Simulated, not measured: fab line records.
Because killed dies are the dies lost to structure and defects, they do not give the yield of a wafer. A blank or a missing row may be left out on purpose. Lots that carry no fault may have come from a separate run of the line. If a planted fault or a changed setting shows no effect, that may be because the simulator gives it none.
The tool behind it: which one? -- flow nand_harc -- 12 lots with 36 wafers sampled at 5 steps, on a route of 1159 steps

## WHAT THE GAUGES READ, wafer by wafer
NHARC_END_SORT_01. Usual: killed_at_array 26, standard deviation 8.6; killed_at_other 0.7, standard deviation 0.97; killed_at_periphery 3.2, standard deviation 2.2; killed_dies 30, standard deviation 8.9; killed_open 3.1, standard deviation 1.8; killed_short 2.2, standard deviation 1.8.
lot,measured,on,killed_at_array,killed_at_other,killed_at_periphery,killed_dies,killed_open,killed_short,flag
L342,day 19 18:58,prober-01,673 674 660,1 1 3,3 2 14,677 677 677,3 0 3,0 1 1,OFF
L344,day 20 03:07,prober-01,675 673 673,0 1 1,2 3 3,677 677 677,1 0 4,4 4 2,OFF
L343,day 19 18:16,prober-02,674 671 676,0 1 0,3 5 1,677 677 677,1 3 4,3 6 4,OFF

## EACH LOT AND THE TOOL THAT RAN IT (in order: tool; ch and the chambers of the sampled wafers; start)
lot,NHARC_A_SGD_CUT_STRIP_17,NHARC_A_SLIT_ETCH_26,NHARC_A_WL_FILL_CVD_03,NHARC_A_WL_FILL_ETCHBACK_04
L342,"rie_diel-06 ch 1,2,3, day 15 03:01 or earlier","har_etch-02 ch 0,1, day 15 03:01","cvd_w-01 ch 0,1, day 15 13:24","rie_metal-02 ch 0,1, day 15 16:43"
L341,"rie_diel-08 ch 0,2, day 15 01:19 or earlier","har_etch-02 ch 0,1, day 15 01:19","cvd_w-02 ch 0,1, day 15 12:58","rie_metal-01 ch 0,1, day 15 16:18"
L344,"rie_diel-08 ch 1,2,3, day 15 09:34 or earlier","har_etch-01 ch 0,1, day 15 09:34","cvd_w-02 ch 0,1, day 15 18:44","rie_metal-01 ch 0,1, day 15 22:04"
L343,"rie_diel-06 ch 0,1,2, day 15 10:29 or earlier","har_etch-02 ch 0, day 15 10:29","cvd_w-01 ch 0,1, day 15 19:11","rie_metal-03 ch 0, day 15 22:02"
L353,"rie_diel-06 ch 0,1,2, day 17 18:16 or earlier","har_etch-02 ch 0,1, day 17 18:16","cvd_w-01 ch 0,1, day 18 06:10","rie_metal-02 ch 0,1, day 18 08:37"
L356,"rie_diel-06 ch 1,2, day 18 09:55 or earlier","har_etch-02 ch 1, day 18 09:55","cvd_w-01 ch 0,1, day 18 18:43","rie_metal-01 ch 0,1, day 18 21:37"
L355,"rie_diel-08 ch 0,1,3, day 18 08:19 or earlier","har_etch-02 ch 0,1, day 18 08:19","cvd_w-02 ch 0,1, day 18 19:26","rie_metal-03 ch 0,1, day 18 21:22"
L354,"rie_diel-04 ch 0,1, day 18 14:26 or earlier","har_etch-01 ch 0,1, day 18 14:26","cvd_w-02 ch 0,1, day 19 00:48","rie_metal-01 ch 1, day 19 03:41"
L357,"rie_diel-06 ch 0,1,3, day 19 08:09 or earlier","har_etch-01 ch 0,1, day 19 08:09","cvd_w-02 ch 0,1, day 19 18:40","rie_metal-01 ch 0,1, day 19 21:58"
L361,"rie_diel-06 ch 0,1,2, day 20 02:10 or earlier","har_etch-01 ch 0,1, day 20 02:10","cvd_w-01 ch 0,1, day 20 12:28","rie_metal-03 ch 0,1, day 20 15:19"
L359,"rie_diel-08 ch 0,1,3, day 20 05:32 or earlier","har_etch-01 ch 0,1, day 20 05:32","cvd_w-02 ch 0,1, day 20 16:18","rie_metal-02 ch 0,1, day 20 18:46"
L362,"rie_diel-08 ch 1,2,3, day 20 10:57 or earlier","har_etch-01 ch 0,1, day 20 10:57","cvd_w-02 ch 0,1, day 20 20:55","rie_metal-01 ch 0,1, day 21 00:17"
- NHARC_A_SGD_CUT_STRIP_17: strips in O2.
- NHARC_A_SLIT_ETCH_26: etches the open film in C4F8/O2/Ar, time 90 s, target depth 400 nm.
- NHARC_A_WL_FILL_CVD_03: deposits W, target thk 40 nm, time 3302 s.
- NHARC_A_WL_FILL_ETCHBACK_04: etches the open film in NF3, target depth 60 nm, time 120 s.

## AS READ BY THE TOOLS THEMSELVES (means over the sampled wafers that have a number; for cases with no such wafer, the mark the record gives instead)
NHARC_A_SGD_CUT_STRIP_17. Usual: drypump_motor_current_A 5.66 A, standard deviation 0.23; o2_flow_sccm 500.0 sccm, standard deviation 1.5; oes_product_au 1.000 a.u., standard deviation 0.0073; rf_vpp_V 57.9 V, standard deviation 0.84; showerhead_plenum_p_Torr 3.56 Torr, standard deviation 0.12; throttle_valve_pct 17.036 %, standard deviation 0.0095.
lot,tool,drypump_motor_current_A (A),o2_flow_sccm (sccm),oes_product_au (a.u.),rf_vpp_V (V),showerhead_plenum_p_Torr (Torr),throttle_valve_pct (%),flag
L342,rie_diel-06,5.69,500.6,0.997,58.3,3.53,17.034,
L341,rie_diel-08,5.82,499.8,0.999,57.6,3.61,17.040,
L344,rie_diel-08,5.60,500.3,1.007,57.7,3.51,17.032,
L343,rie_diel-06,5.58,499.9,1.000,56.3,3.63,17.038,
L353,rie_diel-06,5.58,500.4,0.997,58.4,3.63,17.032,
L356,rie_diel-06,5.68,500.3,1.000,58.0,3.58,17.046,
L355,rie_diel-08,5.61,498.2,1.010,57.9,3.51,17.041,
L354,rie_diel-04,5.61,500.6,0.999,57.5,3.37,17.035,
L357,rie_diel-06,5.49,498.7,0.996,57.5,3.56,17.028,
L361,rie_diel-06,5.59,496.6,0.999,58.0,3.63,17.039,
L359,rie_diel-08,5.64,500.6,1.004,58.2,3.51,17.035,
L362,rie_diel-08,5.59,499.7,1.003,57.9,3.50,17.036,

NHARC_A_SLIT_ETCH_26. Usual: drypump_motor_current_A 5.4 A, standard deviation 0.48; o2_flow_sccm 83.28 sccm, standard deviation 0.23; showerhead_plenum_p_Torr 3.69 Torr, standard deviation 0.14; throttle_valve_pct 27.620 %, standard deviation 0.0086.
lot,tool,drypump_motor_current_A (A),o2_flow_sccm (sccm),showerhead_plenum_p_Torr (Torr),throttle_valve_pct (%),flag
L342,har_etch-02,5.0,83.33,3.85,27.636,
L341,har_etch-02,5.0,83.51,3.85,27.615,
L344,har_etch-01,5.8,83.27,3.57,27.618,
L343,har_etch-02,4.9,83.37,3.81,27.622,
L353,har_etch-02,5.0,83.19,3.82,27.622,
L356,har_etch-02,5.1,83.40,3.85,27.625,
L355,har_etch-02,5.0,83.22,3.82,27.619,
L354,har_etch-01,6.0,83.61,3.55,27.611,
L357,har_etch-01,5.8,83.26,3.55,27.623,
L361,har_etch-01,5.8,83.24,3.54,27.621,
L359,har_etch-01,5.8,83.18,3.54,27.621,
L362,har_etch-01,5.8,83.26,3.54,27.618,

NHARC_A_WL_FILL_CVD_03. Usual: chamber_pressure_Torr 40.00 Torr, standard deviation 0.092; heater_power_outer_w 296 W, standard deviation 30; heater_power_w 507 W, standard deviation 52; throttle_valve_pct 7.90 %, standard deviation 0.21.
lot,tool,chamber_pressure_Torr (Torr),heater_power_outer_w (W),heater_power_w (W),throttle_valve_pct (%),flag
L342,cvd_w-01,-,-,-,-,OFF
L341,cvd_w-02,39.98,275,492,7.89,
L344,cvd_w-02,-,-,-,-,OFF
L343,cvd_w-01,-,-,-,-,OFF
L353,cvd_w-01,40.07,324,546,7.97,
L356,cvd_w-01,39.90,326,554,8.08,
L355,cvd_w-02,40.04,272,481,7.81,
L354,cvd_w-02,39.92,268,478,7.77,
L357,cvd_w-02,39.94,268,472,7.72,
L361,cvd_w-01,39.95,314,513,8.12,
L359,cvd_w-02,39.91,271,487,7.86,
L362,cvd_w-02,39.89,271,487,7.81,

NHARC_A_WL_FILL_ETCHBACK_04. Usual: drypump_motor_current_A 5.7 A, standard deviation 0.49; oes_product_au 0.999 a.u., standard deviation 0.0064.
lot,tool,drypump_motor_current_A (A),oes_product_au (a.u.),flag
L342,rie_metal-02,5.1,0.996,
L341,rie_metal-01,5.9,1.003,
L344,rie_metal-01,5.8,0.993,
L343,rie_metal-03,6.5,0.998,
L353,rie_metal-02,5.1,1.001,
L356,rie_metal-01,5.9,0.997,
L355,rie_metal-03,5.6,1.002,
L354,rie_metal-01,5.9,1.001,
L357,rie_metal-01,5.8,0.992,
L361,rie_metal-03,6.1,1.003,
L359,rie_metal-02,5.3,0.996,
L362,rie_metal-01,5.8,1.010,

## THE ANSWER, worked out from the rows above alone
Rule: a lot counts as off when the mean over its wafers that have a number is more than 3 standard deviations away from the usual mean. Also off: a lot with no number at a reading for which 4 or more lots have one. Where the step has rows for the other lots, those lots are counted as sound. After the gauges, taken in route order, come the tools' own readings; for these a lot's mean is taken, as printed above. At the first step where some lot is off, the reading lying furthest off is the one used; lots without a number count as furthest.
Off: L342, L344, L343, at NHARC_END_SORT_01 (killed_at_array). Neither off nor sound, because the step has no rows for them: L341, L353, L356, L355, L354, L357, L361, L359, L362.
If a tool, at a process step before that reading, ran all the lots that are off and no sound lot after the first of them, it fits. Not tried: the gauges at NHARC_END_SORT_01; whatever is off there is also off at NHARC_A_WL_FILL_CVD_03, on other tools, and gauge error can't account for it. NHARC_A_SGD_CUT_STRIP_17: start missing for some lots; hours and lot order therefore follow NHARC_A_SLIT_ETCH_26. Not one of the candidates tried fits.

## WHAT HAD BEEN PUT IN BY THE SIMULATOR
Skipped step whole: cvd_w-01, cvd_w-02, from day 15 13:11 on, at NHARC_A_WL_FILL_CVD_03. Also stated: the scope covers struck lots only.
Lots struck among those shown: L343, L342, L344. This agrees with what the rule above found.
